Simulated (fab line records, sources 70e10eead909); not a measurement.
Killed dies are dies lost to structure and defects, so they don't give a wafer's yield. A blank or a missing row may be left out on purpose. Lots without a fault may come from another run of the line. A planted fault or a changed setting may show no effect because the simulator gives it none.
Chamber matching | flow nand_harc | NHARC_A_CHANNEL_HOLE_D1_DEP_01 on pecvd-03: 3 sister chambers
The step deposits SiON, target thk 140 nm. 16 wafers are shown with their chamber, then 8 later ones without.

WAFERS WITH THEIR CHAMBER
wafer  | chamber | heater_power_w (W) | rf_fwd_power_W (W)
L079.1 | 1       | 664                | 351.7
L079.4 | 0       | 916                | 348.8
L079.6 | 2       | 782                | 349.1
L080.1 | 2       | 813                | 348.3
L080.4 | 1       | 656                | 349.9
L080.5 | 0       | 825                | 348.0
L083.3 | 0       | 923                | 347.5
L083.5 | 0       | 899                | 348.0
L083.6 | 1       | 567                | 349.8
L084.3 | 0       | 886                | 348.0
L084.4 | 0       | 917                | 348.2
L084.6 | 1       | 677                | 347.3
L085.1 | 0       | 876                | 349.3
L085.5 | 0       | 926                | 349.6
L085.6 | 2       | 839                | 348.2
L092.1 | 1       | 687                | 349.1

SIGNATURES (means of the wafers above)
reading        | chamber 0 | chamber 1 | chamber 2 | scatter within a chamber
heater_power_w | 896.00    | 650.20    | 811.33    | 38.1
rf_fwd_power_W | 348.425   | 349.560   | 348.533   | 1.05
Rule: a wafer's distance from a chamber is the root of the sum, over the readings, of the square of ((its reading less the chamber's mean) divided by the reading's scatter). The wafer belongs to the nearest chamber; if the next one is less than 2 further off, it can't be placed. The scatter: the root of (the sum of the squares of (reading less its chamber's mean) over the shown wafers, divided by (wafers less chambers)).

WAFERS WITHOUT THEIR CHAMBER
wafer  | heater_power_w (W) | rf_fwd_power_W (W)
L092.4 | 791                | 349.3
L092.6 | 736                | 346.6
L093.2 | 696                | 349.4
L093.4 | 903                | 349.3
L093.6 | 689                | 348.3
L097.1 | 770                | 350.1
L097.4 | 773                | 348.5
L097.5 | 641                | 348.1

WHICH CHAMBER EACH WENT THROUGH
wafer  | from the rows above          | in truth
L092.4 | can't be placed: 2 or 0      | 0
L092.6 | can't be placed: 2 or 1 or 0 | 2
L093.2 | can't be placed: 1 or 2      | 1
L093.4 | can't be placed: 0 or 2      | 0
L093.6 | can't be placed: 1 or 2      | 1
L097.1 | can't be placed: 2 or 1 or 0 | 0
L097.4 | 2                            | 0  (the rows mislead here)
L097.5 | 1                            | 1
Placed correctly: 1 of 8. Can't be placed from these rows: 6 (the true chamber is among the candidates in 6). Placed wrongly: 1.
